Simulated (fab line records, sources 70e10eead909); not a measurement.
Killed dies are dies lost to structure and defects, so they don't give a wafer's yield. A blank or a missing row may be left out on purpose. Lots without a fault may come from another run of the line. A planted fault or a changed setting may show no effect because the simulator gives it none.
A struck lot beside a sound one | flow nand_harc | 14 steps out of a route of 1302
Sound: wafers L844.2, L844.3, L844.6. Struck: wafers L839.1, L839.3, L839.5. The cause comes at the end.
At each step with rows: each side's tool, then ch and its chambers, then its first start. Under that, the readings that differ: sound wafers | struck wafers | difference of the means | sigmas: that difference in standard deviations of wafers without a fault.
alike: readings whose means differ by less than 2 such deviations, and words and numbers that are the same on both sides. not compared: withheld readings, readings that some wafer has no value for, bounds like >300 that may hide the same value, and numbers for which the record gives no deviation and whose values overlap.
The two part at a step that has a row with sigmas, a row that says differs or no value, or rows on one side only. Numbers that don't overlap but have no deviation are shown without sigmas and don't part them. A reading that every wafer of one side lacks parts them only if that side has two wafers or more.

first, 1 step without rows for these wafers: NHARC_A_M0_DEVELOP_08 (develop time 35 s).
NHARC_A_M0_CD_MEAS_09: target cd 80 nm.
  sound on cd_sem-02 ch 0, day 28 18:28; struck on cd_sem-03 ch 0, day 25 17:59
  alike: cd_nm
NHARC_A_M0_OVL_MEAS_10: pitch 160 nm.
  sound on overlay-02, day 28 18:34; struck on overlay-01, day 25 18:05
  reading           | sound          | struck      | difference | sigmas
  overlay_y_nm (nm) | -0.3 -0.8 -0.3 | 1.5 1.5 0.6 | +1.7       | +2
  alike: overlay_x_nm
NHARC_A_M0_INSPECT_11:
  sound on defect_inspect-02, day 28 18:35; struck on defect_inspect-02, day 25 18:07
  reading          | sound    | struck      | difference | sigmas
  raw_defect_count | 34 41 53 | 157 182 177 | +129       | +4
then, 2 steps without rows for these wafers: NHARC_A_M0_DESCUM_14 (chemistry O2, time 3 s); NHARC_A_M0_ETCH_34 (etches the open film in N2/H2, target depth 40 nm, overetch 12 nm, time 43.94 s).
NHARC_A_M0_ETCH_15: etches the open film in C4F8/Ar, target depth 150 nm, overetch 15 nm, time 82.5 s.
  sound on rie_diel-02 ch 0,1,3; struck on rie_diel-11 ch 1,2,3
  alike: oes_product_au, rf_vpp_V
  not compared: rf_hours_counter_h
NHARC_A_M0_CD_MEAS_16:
  sound on cd_sem-01, day 28 18:58; struck on cd_sem-02, day 25 18:29
  alike: cd_nm
NHARC_A_M0_STRIP_18: strips in N2/H2.
  sound on rie_diel-02 ch 0,1, day 28 19:04; struck on rie_diel-02 ch 0,1,3, day 25 18:37
  alike: drypump_motor_current_A, oes_product_au, rf_vpp_V, showerhead_plenum_p_Torr, throttle_valve_pct
  not compared: rf_hours_counter_h
then, 1 step without rows for these wafers: NHARC_A_M0_STRIP_19 (strips in post etch residue remover, time 600 s).
NHARC_A_M0_DEGAS_28: time 60 s.
  sound on pvd_sputter-03, day 28 19:35; struck on pvd_sputter-02, day 25 19:07
  alike: heater_power_w
NHARC_A_M0_PRE_CLEAN_29: time 30 s.
  sound on pvd_sputter-03; struck on pvd_sputter-02
  alike: heater_power_w
NHARC_A_M0_PVD_20: deposits TaN, target thk 5 nm, time 8.06 s.
  sound on pvd_sputter-03, day 28 19:43; struck on pvd_sputter-02, day 25 19:14
  no value came back on the struck wafers for bias_v (V), cathode_dc_power_W (W), throttle_valve_pct (%), time_s (s); on the sound wafers bias_v (V) reads 168.9 166.9 168.4
NHARC_A_M0_PVD_21: deposits Cu, target thk 30 nm, time 20.49 s.
  sound on pvd_sputter-03; struck on pvd_sputter-02
  alike: cathode_dc_power_W, chamber_pressure_pa, throttle_valve_pct

WHERE THEY PART
First at NHARC_A_M0_OVL_MEAS_10; last, within this record, at NHARC_A_M0_PVD_20. Later steps at which nothing parts them and some readings are alike: NHARC_A_M0_PVD_21.

WHY: what the simulator had put in
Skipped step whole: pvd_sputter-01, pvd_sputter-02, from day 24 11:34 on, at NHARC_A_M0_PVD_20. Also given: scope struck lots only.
